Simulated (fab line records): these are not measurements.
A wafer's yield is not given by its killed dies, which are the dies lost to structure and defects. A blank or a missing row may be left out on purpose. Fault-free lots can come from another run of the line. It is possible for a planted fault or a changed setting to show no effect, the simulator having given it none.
Which of the tools did it? ; flow nandHarc ; 72 wafers from 24 lots sampled at 4 of the route's 1159 steps

== WHAT THE GAUGES SHOWED, per wafer ==
NHARC_A_CONTACT_OVL_MEAS_70. Usual: overlayXNm -0.1 nm, standard deviation 0.71; overlayYNm 0.1 nm, standard deviation 0.73.
lot;measured;on;overlayXNm (nm);overlayYNm (nm);flag
L074;day 16 07:14;overlay-01;0.9 0.5 0.8;-1.0 -0.7 -0.8;
L075;day 17 04:52;overlay-01;0.1 -0.1 -0.7;0.8 0.9 0.9;
L077;day 17 04:19;overlay-02;1.4 1.0 1.1;0.4 1.2 0.9;
L076;day 17 07:57;overlay-02;0.2 -0.2 0.3;0.2 0.1 0.1;
L079;day 17 09:02;overlay-02;-0.9 -0.4 -0.9;0.8 0.2 0.2;
L078;day 17 13:59;overlay-01;0.5 0.4 0.0;0.0 -0.1 -0.4;
L080;day 17 18:52;overlay-02;0.1 0.2 0.0;-0.9 -1.1 -0.7;
L082;day 18 19:54;overlay-02;-1.4 -0.8 -1.3;0.8 0.3 -0.1;
L081;day 18 20:36;overlay-01;0.0 -0.1 0.2;-0.9 -0.5 -0.4;
L083;day 19 00:51;overlay-01;-0.5 -0.8 -0.4;-0.3 -0.8 -0.9;
L084;day 19 01:59;overlay-01;-1.1 -0.9 -1.2;-0.5 -0.7 -0.2;
L085;day 19 12:07;overlay-01;-0.1 -0.3 0.4;0.4 0.0 -0.1;
L086;day 20 04:52;overlay-02;-0.3 -0.6 -0.5;0.1 0.8 1.0;
L087;day 20 03:49;overlay-01;0.2 0.2 0.4;-0.5 -0.1 0.1;
L088;day 20 10:15;overlay-01;-0.8 -0.3 -0.8;0.9 0.5 0.8;
L089;day 20 10:00;overlay-01;-1.6 -1.5 -1.7;0.5 0.9 1.1;
L091;day 21 12:49;overlay-01;-0.2 -0.1 -0.6;0.3 -0.1 0.3;
L090;day 21 12:58;overlay-02;0.0 0.6 0.0;-1.3 -1.5 -0.6;
L092;day 21 18:34;overlay-01;0.3 0.5 0.1;-0.7 -0.4 -1.1;
L095;day 22 04:41;overlay-01;-0.4 0.1 -0.4;0.5 0.3 0.4;
L094;day 22 03:58;overlay-02;-0.2 -0.1 0.2;1.4 1.4 1.0;
L096;day 22 06:06;overlay-01;1.2 1.1 1.0;0.7 0.5 0.1;
L093;day 22 12:43;overlay-02;-0.5 -0.4 -0.3;0.0 0.5 0.2;
L097;day 22 14:41;overlay-02;0.7 0.9 0.7;1.4 1.1 1.1;

== WHICH TOOL RAN EACH LOT (tool, then ch and the chambers of the sampled wafers, then the start) ==
lot;NHARC_A_WL_FILL_ALD_19;NHARC_A_CONTACT_DEP_29;NHARC_A_CONTACT_ETCH_119
L074;aldMetal-01 ch 0,1,3, day 15 08:58;pecvd-03 ch 1,2, day 15 20:08;harCapEtch-03 ch 0,1, day 15 23:19
L075;aldMetal-03 ch 0,1,2, day 16 08:53;pecvd-03 ch 0,2, day 16 20:20;harCapEtch-01 ch 0,1, day 16 23:31
L077;aldMetal-04 ch 0,3, day 16 08:53;pecvd-02 ch 0,1,2, day 16 20:25;harCapEtch-02 ch 0,1, day 16 23:29
L076;aldMetal-01 ch 0,1, day 16 13:23;pecvd-02 ch 1,2, day 17 00:10;harCapEtch-02 ch 0, day 17 03:02
L079;aldMetal-03 ch 1,3, day 16 13:23;pecvd-02 ch 1,2, day 17 00:58;harCapEtch-01 ch 1, day 17 04:05
L078;aldMetal-04 ch 1,2,3, day 16 17:29;pecvd-03 ch 1,2, day 17 06:32;harCapEtch-01 ch 0,1, day 17 09:23
L080;aldMetal-03 ch 1,2, day 16 17:30;pecvd-04 ch 0,1,2, day 17 10:38;harCapEtch-01 ch 0,1, day 17 13:38
L082;aldMetal-03 ch 1,2, day 18 03:02;pecvd-03 ch 0,1,2, day 18 12:14;harCapEtch-01 ch 0,1, day 18 15:14
L081;aldMetal-01 ch 0,2, day 18 03:04;pecvd-04 ch 0,1,2, day 18 12:16;harCapEtch-03 ch 0,1, day 18 15:22
L083;aldMetal-03 ch 0,2,3, day 18 07:23;pecvd-03 ch 1,2, day 18 16:47;harCapEtch-02 ch 0,1, day 18 20:04
L084;aldMetal-01 ch 0,1, day 18 07:25;pecvd-02 ch 0,1,2, day 18 16:58;harCapEtch-01 ch 0,1, day 18 20:31
L085;aldMetal-03 ch 0,1,3, day 18 11:20;pecvd-04 ch 0,1, day 19 00:12;harCapEtch-03 ch 0,1, day 19 03:33
L086;aldMetal-01 ch 0,1,3, day 19 09:55;pecvd-02 ch 0,1,2, day 19 18:46;harCapEtch-02 ch 0,1, day 19 22:10
L087;aldMetal-03 ch 0,1,3, day 19 09:56;pecvd-03 ch 1,2, day 19 18:51;harCapEtch-03 ch 0,1, day 19 22:13
L088;aldMetal-04 ch 0,1,2, day 19 09:58;pecvd-02 ch 0,2, day 20 01:03;harCapEtch-01 ch 0,1, day 20 04:25
L089;aldMetal-04 ch 1,2, day 19 15:43;pecvd-03 ch 0,2, day 20 01:22;harCapEtch-03 ch 0,1, day 20 04:27
L091;aldMetal-01 ch 0,1,3, day 20 15:11;pecvd-02 ch 0,2, day 21 01:27;harCapEtch-03 ch 0,1, day 21 04:29
L090;aldMetal-04 ch 0,2,3, day 20 15:12;pecvd-02 ch 1,2, day 21 01:42;harCapEtch-01 ch 0,1, day 21 04:43
L092;aldMetal-03 ch 1,2,3, day 20 18:25;pecvd-03 ch 0,2, day 21 10:17;harCapEtch-02 ch 0,1, day 21 13:40
L095;aldMetal-04 ch 0,2,3, day 20 23:09;pecvd-04 ch 1,2, day 21 20:14;harCapEtch-01 ch 1, day 21 23:32
L094;aldMetal-01 ch 1,2, day 20 23:10;pecvd-04 ch 0,1,2, day 21 18:01;harCapEtch-03 ch 0,1, day 21 21:02
L096;aldMetal-03 ch 0,1,3, day 21 02:26;pecvd-04 ch 1,2, day 21 22:22;harCapEtch-03 ch 0,1, day 22 01:19
L093;aldMetal-01 ch 0,3, day 21 02:26;pecvd-04 ch 0,1,2, day 22 02:14;harCapEtch-01 ch 0,1, day 22 05:18
L097;aldMetal-04 ch 1,2,3, day 21 02:30;pecvd-04 ch 0,1, day 22 04:26;harCapEtch-01 ch 0,1, day 22 07:38
- NHARC_A_WL_FILL_ALD_19: deposits TiN, target thk 2 nm, pulse time 3 s, ald cycles 100.
- NHARC_A_CONTACT_DEP_29: deposits SiON, target thk 70 nm.
- NHARC_A_CONTACT_ETCH_119: etches the open film in C4F8/O2/Ar, time 94 s, target depth 922 nm.

== WHAT THE TOOLS THEMSELVES READ (means of the sampled wafers that have a number; where no wafer has one, the mark that the record gives instead) ==
NHARC_A_WL_FILL_ALD_19. Usual: heaterPowerW 1106 W, standard deviation 130; precursorPulseHeightRel 1.000, standard deviation 0.02.
lot;tool;heaterPowerW (W);precursorPulseHeightRel;flag
L074;aldMetal-01;1004;0.968;
L075;aldMetal-03;1046;1.000;
L077;aldMetal-04;1227;1.008;
L076;aldMetal-01;951;0.994;
L079;aldMetal-03;976;1.011;
L078;aldMetal-04;1215;1.008;
L080;aldMetal-03;1005;0.990;
L082;aldMetal-03;981;1.007;
L081;aldMetal-01;1078;0.983;
L083;aldMetal-03;1127;0.992;
L084;aldMetal-01;941;0.994;
L085;aldMetal-03;1088;1.008;
L086;aldMetal-01;1021;1.001;
L087;aldMetal-03;1099;1.033;
L088;aldMetal-04;1231;1.001;
L089;aldMetal-04;1237;0.983;
L091;aldMetal-01;1012;0.986;
L090;aldMetal-04;1191;0.986;
L092;aldMetal-03;1059;0.981;
L095;aldMetal-04;1180;1.014;
L094;aldMetal-01;962;1.015;
L096;aldMetal-03;1114;1.002;
L093;aldMetal-01;1057;1.010;
L097;aldMetal-04;1175;1.001;

NHARC_A_CONTACT_DEP_29. Usual: heaterPowerW 754 W, standard deviation 88; rfFwdPowerW 348.6 W, standard deviation 1.1.
lot;tool;heaterPowerW (W);rfFwdPowerW (W);flag
L074;pecvd-03;794;347.7;
L075;pecvd-03;702;349.5;
L077;pecvd-02;798;348.4;
L076;pecvd-02;803;347.9;
L079;pecvd-02;855;347.7;
L078;pecvd-03;780;349.3;
L080;pecvd-04;735;349.4;
L082;pecvd-03;767;347.6;
L081;pecvd-04;711;347.8;
L083;pecvd-03;742;349.7;
L084;pecvd-02;803;347.7;
L085;pecvd-04;823;348.9;
L086;pecvd-02;806;348.9;
L087;pecvd-03;753;349.1;
L088;pecvd-02;801;348.3;
L089;pecvd-03;719;348.9;
L091;pecvd-02;848;348.7;
L090;pecvd-02;799;347.9;
L092;pecvd-03;664;349.1;
L095;pecvd-04;734;349.8;
L094;pecvd-04;730;348.5;
L096;pecvd-04;791;349.2;
L093;pecvd-04;719;349.0;
L097;pecvd-04;839;348.2;

== THE ANSWER, worked out from the rows above alone ==
Rule: lot off if the mean of its wafers having a number is beyond 3 standard deviations from the usual mean. A lot without any number at a reading at which 4 lots or more have one is off too. Any other lot the step has rows for is counted as sound. After the gauges, taken in route order, come the tools' own readings; for these a lot's mean is taken, as printed above. The first step at which some lot is off is used, and at that step the reading that is off furthest; a lot without a number counts as furthest.
None of the lots is off at any reading shown; this tells nothing.

== WHAT THE SIMULATOR PUT IN ==
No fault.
